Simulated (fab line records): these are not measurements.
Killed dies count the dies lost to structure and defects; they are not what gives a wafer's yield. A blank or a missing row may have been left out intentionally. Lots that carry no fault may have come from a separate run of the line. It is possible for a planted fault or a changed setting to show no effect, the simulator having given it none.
fab line records    flow n5-finfet
record: lots: 7  wafers: 21
route steps=1938 shown GATE_CUT@492 MOL_CONTACT_COAG@581 BEOL_M0_SAQP@637 BEOL_M0@748 BEOL_M1@777
start-h: hours from the record's opening day to when the first of the lot's shown wafers began    wait-h: hours from the lot's prior step to this one    " repeats the value in the row above    L1.1+2: several wafers, shown together as one row    - value missing, or start not given    * or withheld: withheld    < > ~ a bound
route shown NAME@n: names a module that has steps shown in the file, with the first one's number in the route    usual: mean/standard deviation of fault-free wafers    same: alike in all rows    chamber/n: place in a boat    sites: per-site readings    _std_site: standard deviation of those values    _edge_site: mean of outer sites minus mean of inner sites    radius-mm: how far each site lies from the wafer's centre    mask NAME#n: copy n    behind: tool/chamber where the wafer was last shaped    hold: reason for holding the lot/hours on hold/outcome of the hold    device: the n, p or np transistor that did not switch    end of line: tests of these same wafers at the route's end    a step without rows: its recipe alone    killed: dies that structure and defects cost at the first sort, which is not the same as the wafer's yield    map: the dies of a wafer, with x for killed, . for not killed, _ for no die there
set.NAME: setting as actually run; set.NAME@STEP: the setting as run at that earlier step    model.NAME: the simulator's own value behind a step, which no gauge read
one table per step and one row per wafer, for lots whose settings were changed on purpose
== steps ==
step: N5_GATE_CUT_ETCH_36
recipe: chemistry: CF4  target: SiARC  target-depth-a: 130  mask-material: CAR-EUV  time-s: 21.7  ion-energy-ev: 80  pressure-mtorr: 40  source-w: 545  bias-w: 36  Ar_flow_sccm: 100  cf4-flow-sccm: 100  ends: cleared
lot.wafer  tool         chamber  start-h  wait-h  set.cf4-flow-sccm  set.spin-rpm@GATE_CUT_COAT_27  model.CAR-EUV_of_GATE_CUT_COAT_07.thk-nm
L074.2     rie-diel-02  2        89.52    0.0     116.8              1500                           7
L074.3     "            0        "        "       100                1500                           7
L074.6     "            0        "        "       116.8              1384                           6.6
L078.4+5   rie-diel-01  1,0      108.24   0.0     100                1500                           7
L078.6     "            1        "        "       100                1500                           6.8
L080.1     rie-diel-03  0        120.09   0.0     100                1500                           7
L080.5     "            0        "        "       107.4              1500                           7
L080.6     "            1        "        "       100                1408                           6.6
L081.3     rie-diel-02  1        127.91   0.0     100                1500                           7
L081.4     "            3        "        "       86.48              1500                           6.8
L081.5     "            1        "        "       86.48              1359                           6.2
L089.2+4   rie-diel-02  2,1      173.25   0.0     100                1500                           6.8
L089.5     "            0        "        "       100                1454                           6.8
L092.1+3   rie-diel-02  1,0      195.54   0.0     100                1385                           6.4
L092.5     "            3        "        "       100                1500                           7
L095.1+2   rie-diel-02  3,0      209.30   0.0     100                1550                           7.2
L095.3     "            2        "        "       100                1500                           6.8
step: N5_MOL_CONTACT_COAG_ETCH_91
recipe: chemistry: N2/H2  target: SOC  target-depth-a: 600  overetch-a: 210  mask-material: SiARC  temp-c: 40  time-s: 101.2  ion-energy-ev: 200  pressure-mtorr: 30  source-w: 840  bias-w: 150  n2-flow-sccm: 200  h2-flow-sccm: 200
usual: rf-vpp-V: 524.1/2.7
lot.wafer  tool         chamber  start-h  wait-h  set.source-w  rf-vpp-V
L074.2     rie-diel-04  2        104.14   0.0     971.4         498.9
L074.3     "            0        "        "       840           525.1
L074.6     "            0        "        "       971.4         501.3
L078.4     rie-diel-06  2        121.68   0.0     840           522.3
L078.5     "            1        "        "       840           527.1
L078.6     "            3        "        "       840           521.1
L080.1     rie-diel-06  2        132.44   0.0     733.7         546.1
L080.5     "            0        "        "       840           524.9
L080.6     "            3        "        "       733.7         545.7
L081.3     rie-diel-06  1        142.16   0.0     840           528.7
L081.4     "            2        "        "       840           519.5
L081.5     "            0        "        "       784.4         537.4
L089.2     rie-diel-04  3        188.10   0.0     840           526.2
L089.4     "            1        "        "       840           525.3
L089.5     "            0        "        "       840           526.2
L092.1     rie-diel-05  2        210.61   0.0     784.5         536.8
L092.3     "            1        "        "       840           525.5
L092.5     "            1        "        "       840           527.3
L095.1     rie-diel-06  1        223.64   0.0     840           527.0
L095.2     "            2        "        "       840           519.9
L095.3     "            0        "        "       840           523.0
step: N5_MOL_CONTACT_COAG_VIA_ETCH_46
recipe: chemistry: C4F6/O2  target-depth-a: 460  overetch-a: 92  mask-material: SOC  target: SiO2  bias-w: 455  pressure-mtorr: 10  time-s: 40  source-w: 325  Ar_flow_sccm: 300  C4F6_flow_sccm: 10  O2_flow_sccm: 10  ion-energy-ev: 575.3  ends: end-point
usual: rf-vpp-V: 1590/14
lot.wafer  tool         chamber  start-h  wait-h  set.bias-w  rf-vpp-V
L074.2     rie-diel-04  2        104.26   0.0     388         1419
L074.3     "            0        "        "       455         1622
L074.6     "            0        "        "       455         1623
L078.4     rie-diel-06  2        121.80   0.0     455         1579
L078.5     "            1        "        "       455         1588
L078.6     "            3        "        "       455         1580
L080.1     rie-diel-06  2        132.57   0.0     522.3       1748
L080.5     "            0        "        "       455         1568
L080.6     "            3        "        "       522.3       1751
L081.3     rie-diel-06  1        142.28   0.0     455         1588
L081.4     "            2        "        "       506.9       1709
L081.5     "            0        "        "       455         1567
L089.2     rie-diel-04  3        188.22   0.0     455         1597
L089.4     "            1        "        "       455         1595
L089.5     "            0        "        "       513.2       1774
L092.1     rie-diel-05  2        210.74   0.0     455         1584
L092.3     "            1        "        "       455         1609
L092.5     "            1        "        "       455         1608
L095.1     rie-diel-06  1        223.77   0.0     381.3       1388
L095.2     "            2        "        "       381.3       1383
L095.3     "            0        "        "       455         1566
step: N5_BEOL_M0_SAQP_PECVD_97
recipe: material: SiNx  target-thk-a: 230  temp-c: 350  precursor: SiH4/NH3/N2  pressure-torr: 1.5  rf-w: 300  time-s: 19.9
lot.wafer   tool      chamber  start-h  wait-h  set.time-s  model.SiNx_of_BEOL_M0_SAQP_PECVD_97.thk-nm
L074.2      pecvd-02  0        112.22   0.0     19.9        22.4
L074.3      "         0        "        "       19.9        22.8
L074.6      "         1        "        "       20.74       24
L078.4+5+6  pecvd-02  2,1,0    127.94   0.0     19.9        23
L080.1+6    pecvd-01  2,1      139.56   0.0     19.9        22.8
L080.5      "         2        "        "       19.9        23.2
L081.3      pecvd-01  0        149.46   0.0     22.11       25.6
L081.4      "         2        "        "       22.11       25.8
L081.5      "         1        "        "       19.9        23.4
L089.2      pecvd-04  1        197.60   0.0     21.14       23.8
L089.4      "         2        "        "       19.9        23.4
L089.5      "         1        "        "       21.14       24.6
L092.1      pecvd-01  2        217.84   0.0     19.9        22.6
L092.3      "         1        "        "       17          19.2
L092.5      "         1        "        "       17          18.8
L095.1      pecvd-02  1        232.34   0.0     19.9        22.4
L095.2      "         0        "        "       17.81       20.4
L095.3      "         2        "        "       19.9        22.8
step: N5_BEOL_M0_SAQP_COAT_81
recipe: resist: SOC  temp-c: 250  time-s: 60  spin-rpm: 1500  resist-thk-nm: 100
lot.wafer   tool            chamber  start-h  wait-h  set.spin-rpm  model.SOC_of_BEOL_M0_SAQP_COAT_81.thk-nm
L074.2      litho-track-02  0        112.52   0.1     1500          100
L074.3      "               0        "        "       1360          105
L074.6      "               0        "        "       1360          105.2
L078.4+6    litho-track-04  0        128.17   0.0     1500          100.2
L078.5      "               0        "        "       1500          100.6
L080.1      litho-track-01  0        139.81   0.1     1500          100
L080.5      "               0        "        "       1500          100.2
L080.6      "               0        "        "       1349          105.8
L081.3      litho-track-01  0        149.70   0.1     1445          101.8
L081.4      "               0        "        "       1445          102
L081.5      "               0        "        "       1500          100.2
L089.2      litho-track-04  0        197.85   0.1     1360          104.6
L089.4      "               0        "        "       1500          99.4
L089.5      "               0        "        "       1500          100
L092.1      litho-track-01  0        218.09   0.1     1500          100
L092.3      "               0        "        "       1647          95.6
L092.5      "               0        "        "       1500          100.2
L095.1+2+3  litho-track-01  0        232.59   0.1     1500          100
step: N5_BEOL_M0_SAQP_COAT_82
recipe: resist: SiARC  temp-c: 220  time-s: 60  spin-rpm: 1500  resist-thk-nm: 30
step: N5_BEOL_M0_SAQP_COAT_08
recipe: resist: CAR-ArF  spin-rpm: 1500  resist-thk-nm: 90
step: N5_BEOL_M0_SAQP_DESCUM_19
recipe: chemistry: O2  time-s: 7.9  source-power-w: 50  bias-power-w: 20  pressure-mtorr: 20  rf-frequency-hz: 2.712e+07  temp-c: 40  resist: CAR-ArF  o2-flow-sccm: 225
step: N5_BEOL_M0_SAQP_ETCH_83
recipe: chemistry: CF4  target: SiARC  target-depth-a: 390  mask-material: CAR-ArF  time-s: 65  ion-energy-ev: 80  pressure-mtorr: 40  source-w: 545  bias-w: 36  Ar_flow_sccm: 100  cf4-flow-sccm: 100  ends: cleared
step: N5_BEOL_M0_SAQP_ETCH_84
recipe: chemistry: N2/H2  target: SOC  target-depth-a: 1000  overetch-a: 200  mask-material: SiARC  temp-c: 40  time-s: 150  ion-energy-ev: 200  pressure-mtorr: 30  source-w: 840  bias-w: 150  n2-flow-sccm: 200  h2-flow-sccm: 200
lot.wafer  tool         chamber  start-h  wait-h  set.spin-rpm@BEOL_M0_SAQP_COAT_81  model.etch.depth-nm
L074.2     rie-diel-01  1        113.36   0.0     1500                               99.93
L074.3     "            0        "        "       1360                               105
L074.6     "            0        "        "       1360                               105.2
L078.4     rie-diel-01  2        128.75   0.0     1500                               100.2
L078.5     "            3        "        "       1500                               100.6
L078.6     "            0        "        "       1500                               100.1
L080.1     rie-diel-02  3        140.43   0.0     1500                               99.97
L080.5     "            2        "        "       1500                               100.3
L080.6     "            1        "        "       1349                               105.8
L081.3     rie-diel-01  0        150.25   0.0     1445                               101.8
L081.4     "            3        "        "       1445                               101.9
L081.5     "            1        "        "       1500                               100.1
L089.2     rie-diel-01  0        198.43   0.0     1360                               104.6
L089.4     "            1        "        "       1500                               99.44
L089.5     "            2        "        "       1500                               99.92
L092.1     rie-diel-03  0        218.63   0.0     1500                               100
L092.3     "            2        "        "       1647                               95.55
L092.5     "            2        "        "       1500                               100.2
L095.1     rie-diel-01  0        233.01   0.0     1500                               100
L095.2     "            2        "        "       1500                               99.99
L095.3     "            3        "        "       1500                               100.1
step: N5_BEOL_M0_SAQP_STRIP_80
recipe: chemistry: N2/H2  temp-c: 40  n2-flow-sccm: 200  h2-flow-sccm: 200  rf-frequency-hz: 6e+07
step: N5_BEOL_M0_SAQP_HM_OPEN_112
recipe: chemistry: CHF3/O2  target: SiO2  stop-on: a-Si  target-depth-a: 120  over-etch-frac: 1.25  mask-material: SOC  time-s: 13.5  pressure-mtorr: 30  source-w: 650  bias-w: 170  Ar_flow_sccm: 200  CHF3_flow_sccm: 50  O2_flow_sccm: 5  ion-energy-ev: 200  ends: end-point
step: N5_BEOL_M0_SAQP_STRIP_113
recipe: chemistry: CHF3/O2  resist: SiARC  rf-frequency-hz: 6e+07
step: N5_BEOL_M0_SAQP_MANDREL_ETCH_20
recipe: target-depth-a: 600  chemistry: HBr/Cl2  target: a-Si  stop-on: SiNx  bt-time-s: 10  mask-material: SOC  over-etch-frac: 0.5  time-s: 30  pressure-mtorr: 10  icp-w: 800  bias-w: 75  HBr_flow_sccm: 150  Cl2_flow_sccm: 80  ends: end-point
lot.wafer  tool       chamber  start-h  wait-h  set.time-s@BEOL_M0_SAQP_PECVD_97  set.spin-rpm@BEOL_M0_SAQP_COAT_81  model.SOC_of_BEOL_M0_SAQP_COAT_81.thk-nm  model.SiNx_of_BEOL_M0_SAQP_PECVD_97.thk-nm
L074.2     rie-si-02  3        113.55   0.0     19.9                              1500                               76.2                                      17.8
L074.3     "          2        "        "       19.9                              1360                               81.4                                      18
L074.6     "          3        "        "       20.74                             1360                               81.4                                      19.4
L078.4     rie-si-01  3        128.95   0.0     19.9                              1500                               76                                        18.2
L078.5     "          0        "        "       19.9                              1500                               76.4                                      18.2
L078.6     "          3        "        "       19.9                              1500                               75.8                                      18.2
L080.1     rie-si-01  1        140.62   0.0     19.9                              1500                               76.2                                      18.2
L080.5     "          3        "        "       19.9                              1500                               76.2                                      18.4
L080.6     "          0        "        "       19.9                              1349                               81.4                                      18
L081.3     rie-si-01  3        150.44   0.0     22.11                             1445                               77.2                                      20.6
L081.4     "          2        "        "       22.11                             1445                               77.6                                      21
L081.5     "          1        "        "       19.9                              1500                               76.2                                      18.6
L089.2     rie-si-01  1        198.62   0.0     21.14                             1360                               80.6                                      19.2
L089.4     "          2        "        "       19.9                              1500                               75.4                                      18.6
L089.5     "          0        "        "       21.14                             1500                               75.8                                      19.6
L092.1     rie-si-02  2        218.82   0.0     19.9                              1500                               76.4                                      17.8
L092.3     "          3        "        "       17                                1647                               71.6                                      14.4
L092.5     "          1        "        "       17                                1500                               76.2                                      14
L095.1     rie-si-04  0        233.20   0.0     19.9                              1500                               76.2                                      17.6
L095.2     "          1        "        "       17.81                             1500                               75.4                                      15.4
L095.3     "          2        "        "       19.9                              1500                               76.2                                      18
step: N5_BEOL_M0_SAQP_SPACER1_ALD_98
recipe: material: SiO2  target-thk-a: 128  temp-c: 300  ald-precursor-family: BDEAS  ald-co-reactant: O2-plasma  pulse-time-s: 1  purge-time-s: 2  co-reactant-purge-time-s: 2  ald-cycles: 138  pressure-torr: 2
lot.wafer   tool        chamber  start-h  wait-h  set.temp-c  model.SiO2_of_BEOL_M0_SAQP_SPACER1_ALD_98.thk-nm
L074.2+3    ald-sin-01  1,0      114.18   0.3     300         12.8
L074.6      "           1        "        "       290         13.2
L078.4+5+6  ald-sin-01  2,2,3    130.66   1.2     300         12.8
L080.1      ald-sin-03  3        141.26   0.3     300         12.8
L080.5      "           3        "        "       300         13
L080.6      "           2        "        "       305.7       12.8
L081.3      ald-sin-04  1        151.56   0.7     300         12.8
L081.4+5    "           2,0      "        "       306.5       12.6
L089.2+4+5  ald-sin-04  2,3,1    199.25   0.3     300         12.8
L092.1+3    ald-sin-01  2,0      220.00   0.8     300         12.8
L092.5      "           2        "        "       287         13.6
L095.1+3    ald-sin-04  1,0      234.44   0.4     300         12.8
L095.2      "           2        "        "       288.4       13.4
step: N5_BEOL_M0_SAQP_SPACER1_ETCHBACK_99
recipe: chemistry: CHF3/O2  mode: anisotropic-etchback  target: SiO2  target-depth-a: 154  time-s: 7.7  pressure-mtorr: 30  source-w: 650  bias-w: 170  Ar_flow_sccm: 200  CHF3_flow_sccm: 50  O2_flow_sccm: 5  ion-energy-ev: 200
step: N5_BEOL_M0_SAQP_MANDREL1_REMOVE_100
recipe: chemistry: HBr/Cl2/O2  bt-time-s: 10  target: a-Si  stop-on: SiNx  endpoint: OES-SiCl  over-etch-frac: 0.85  icp-w: 600  bias-w: 30  HBr_flow_sccm: 150  Cl2_flow_sccm: 80  O2_flow_sccm: 5  pressure-mtorr: 10
lot.wafer   tool       chamber  start-h  wait-h  set.temp-c@BEOL_M0_SAQP_SPACER1_ALD_98  model.BEOL_M0_SAQP.cd-nm  model.SiO2_of_BEOL_M0_SAQP_SPACER1_ALD_98.thk-nm
L074.2      rie-si-01  0        114.94   0.1     300                                     12.8                      7.4
L074.3      "          3        "        "       300                                     12.8                      7.6
L074.6      "          2        "        "       290                                     13.2                      7.8
L078.4+5+6  rie-si-02  2,1,2    131.23   0.1     300                                     12.8                      7.4
L080.1+5    rie-si-04  2,3      141.99   0.1     300                                     13                        7.6
L080.6      "          0        "        "       305.7                                   12.8                      7.4
L081.3      rie-si-04  2        152.13   0.1     300                                     12.8                      7.4
L081.4      "          1        "        "       306.5                                   12.8                      7.2
L081.5      "          1        "        "       306.5                                   12.6                      7.2
L089.2      rie-si-02  0        199.81   0.1     300                                     13                        7.4
L089.4      "          1        "        "       300                                     13                        7.6
L089.5      "          0        "        "       300                                     12.8                      7.4
L092.1      rie-si-04  1        220.57   0.1     300                                     13                        7.4
L092.3      "          2        "        "       300                                     13                        7.6
L092.5      "          1        "        "       287                                     13.6                      8.2
L095.1      rie-si-02  0        235.06   0.1     300                                     13                        7.4
L095.2      "          2        "        "       288.4                                   13.4                      8
L095.3      "          3        "        "       300                                     13                        7.6
step: N5_BEOL_M0_SAQP_ETCH_106
recipe: chemistry: N2/H2  target: SOC  target-depth-a: 1500  stop-on: SiNx  ion-energy-ev: 100  bias-w: 61  pressure-mtorr: 30  source-w: 850  n2-flow-sccm: 200  h2-flow-sccm: 200
lot.wafer  tool         chamber  start-h  wait-h  set.target-depth-a  model.SOC_of_BEOL_M0_SAQP_COAT_105.thk-nm
L074.2     rie-diel-01  0        116.05   -       1323                32
L074.3     "            1        "        "       1323                32.4
L074.6     "            1        "        "       1500                23.8
L078.4     rie-diel-03  0        132.19   -       1500                23.6
L078.5     "            0        "        "       1500                23
L078.6     "            3        "        "       1500                19.6
L080.1     rie-diel-03  3        142.94   -       1500                20.8
L080.5     "            2        "        "       1403                28
L080.6     "            3        "        "       1403                25.8
L081.3     rie-diel-03  2        153.12   -       1345                31.6
L081.4     "            0        "        "       1500                25.2
L081.5     "            1        "        "       1345                31.8
L089.2     rie-diel-02  3        200.63   -       1362                31.6
L089.4     "            1        "        "       1500                24.2
L089.5     "            0        "        "       1362                31
L092.1     rie-diel-01  1        221.46   -       1500                23.4
L092.3     "            2        "        "       1500                22.2
L092.5     "            3        "        "       1500                24.6
L095.1     rie-diel-02  3        235.88   -       1500                25.6
L095.2     "            0        "        "       1500                24.8
L095.3     "            2        "        "       1500                24
step: N5_BEOL_M0_DEP_125
recipe: material: SiCN  target-thk-a: 80  temp-c: withheld  precursor: 3MS/NH3  pressure-torr: 3  rf-w: 202  time-s: 14
lot.wafer   tool      chamber  start-h  wait-h  set.time-s  model.SiCN_of_BEOL_M0_DEP_125.thk-nm
L074.2      pecvd-04  2        124.91   0.0     12.97       7.2
L074.3      "         0        "        "       14          7.8
L074.6      "         2        "        "       12.97       7.6
L078.4      pecvd-02  1        141.11   0.0     14          8.2
L078.5+6    "         2,0      "        "       14          8
L080.1+6    pecvd-04  2,0      151.25   0.0     14          8.2
L080.5      "         2        "        "       14          8.4
L081.3+5    pecvd-02  2        163.44   0.0     14          8
L081.4      "         0        "        "       14          8.2
L089.2+4+5  pecvd-03  1,1,2    210.12   0.0     11.95       7
L092.1      pecvd-03  1        231.02   0.0     15.66       9
L092.3      "         0        "        "       14          7.8
L092.5      "         1        "        "       14          8.2
L095.1+2+3  pecvd-04  2,1,0    246.38   0.0     14          8
step: N5_BEOL_M1_COAT_67
recipe: resist: SOC  temp-c: 250  time-s: 60  spin-rpm: 1500  resist-thk-nm: 60
lot.wafer   tool            chamber  start-h  wait-h  set.spin-rpm  model.SOC_of_BEOL_M1_COAT_67.thk-nm
L074.2+3+6  litho-track-01  0        126.64   0.0     1500          60.2
L078.4+5+6  litho-track-02  0        143.06   0.0     1500          60.2
L080.1      litho-track-02  0        153.81   0.0     1500          60
L080.5+6    "               0        "        "       1500          60.2
L081.3      litho-track-05  0        166.70   0.0     1500          60
L081.4      "               0        "        "       1354          63.2
L081.5      "               0        "        "       1354          63
L089.2+5    litho-track-01  0        211.65   0.0     1500          60.2
L089.4      "               0        "        "       1553          58.8
L092.1+3    litho-track-05  0        233.34   0.0     1500          60
L092.5      "               0        "        "       1393          62.4
L095.1      litho-track-01  0        247.80   0.0     1500          60
L095.2+3    "               0        "        "       1500          59.8
== key ==
split: step: N5_GATE_CUT_ETCH_36  setting: cf4-flow-sccm  stated: 100  by: wafer
response none clear
split: step: N5_MOL_CONTACT_COAG_ETCH_91  setting: source-w  stated: 840  by: wafer
response: step: N5_MOL_CONTACT_COAG_ETCH_91  reading: rf-vpp-V  change: -1.65  per: 1%  r: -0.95
split: step: N5_MOL_CONTACT_COAG_VIA_ETCH_46  setting: bias-w  stated: 455  by: wafer
response: step: N5_MOL_CONTACT_COAG_VIA_ETCH_46  reading: rf-vpp-V  change: +12.5  per: 1%  r: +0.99
split: step: N5_BEOL_M0_SAQP_PECVD_97  setting: time-s  stated: 19.9  by: wafer
response: step: N5_BEOL_M0_SAQP_PECVD_97  reading: model.SiNx_of_BEOL_M0_SAQP_PECVD_97.thk-nm  change: +0.223  per: 1%  r: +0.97
response: step: N5_BEOL_M0_SAQP_MANDREL_ETCH_20  reading: model.SiNx_of_BEOL_M0_SAQP_PECVD_97.thk-nm  change: +0.226  per: 1%  r: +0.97
split: step: N5_BEOL_M0_SAQP_COAT_81  setting: spin-rpm  stated: 1500  by: wafer
response: step: N5_BEOL_M0_SAQP_COAT_81  reading: model.SOC_of_BEOL_M0_SAQP_COAT_81.thk-nm  change: -0.522  per: 1%  r: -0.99
response: step: N5_BEOL_M0_SAQP_ETCH_84  reading: model.etch.depth-nm  change: -0.526  per: 1%  r: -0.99
response: step: N5_BEOL_M0_SAQP_MANDREL_ETCH_20  reading: model.SOC_of_BEOL_M0_SAQP_COAT_81.thk-nm  change: -0.514  per: 1%  r: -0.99
split: step: N5_BEOL_M0_SAQP_SPACER1_ALD_98  setting: temp-c  stated: 300  by: wafer
response: step: N5_BEOL_M0_SAQP_SPACER1_ALD_98  reading: model.SiO2_of_BEOL_M0_SAQP_SPACER1_ALD_98.thk-nm  change: -0.146  per: 1%  r: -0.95
response: step: N5_BEOL_M0_SAQP_MANDREL1_REMOVE_100  reading: model.BEOL_M0_SAQP.cd-nm  change: -0.114  per: 1%  r: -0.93
response: step: N5_BEOL_M0_SAQP_MANDREL1_REMOVE_100  reading: model.SiO2_of_BEOL_M0_SAQP_SPACER1_ALD_98.thk-nm  change: -0.128  per: 1%  r: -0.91
split: step: N5_BEOL_M0_SAQP_ETCH_106  setting: target-depth-a  stated: 1500  by: wafer
response: step: N5_BEOL_M0_SAQP_ETCH_106  reading: model.SOC_of_BEOL_M0_SAQP_COAT_105.thk-nm  change: -0.728  per: 1%  r: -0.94
split: step: N5_BEOL_M0_DEP_125  setting: time-s  stated: 14  by: wafer
response: step: N5_BEOL_M0_DEP_125  reading: model.SiCN_of_BEOL_M0_DEP_125.thk-nm  change: +0.076  per: 1%  r: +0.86
split: step: N5_BEOL_M1_COAT_67  setting: spin-rpm  stated: 1500  by: wafer
response: step: N5_BEOL_M1_COAT_67  reading: model.SOC_of_BEOL_M1_COAT_67.thk-nm  change: -0.33  per: 1%  r: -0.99
split outside-this-file step=N5_GATE_CUT_COAT_27 setting=spin-rpm
split outside-this-file: this setting was split too, and the file shows its column; the key of that split is in another file
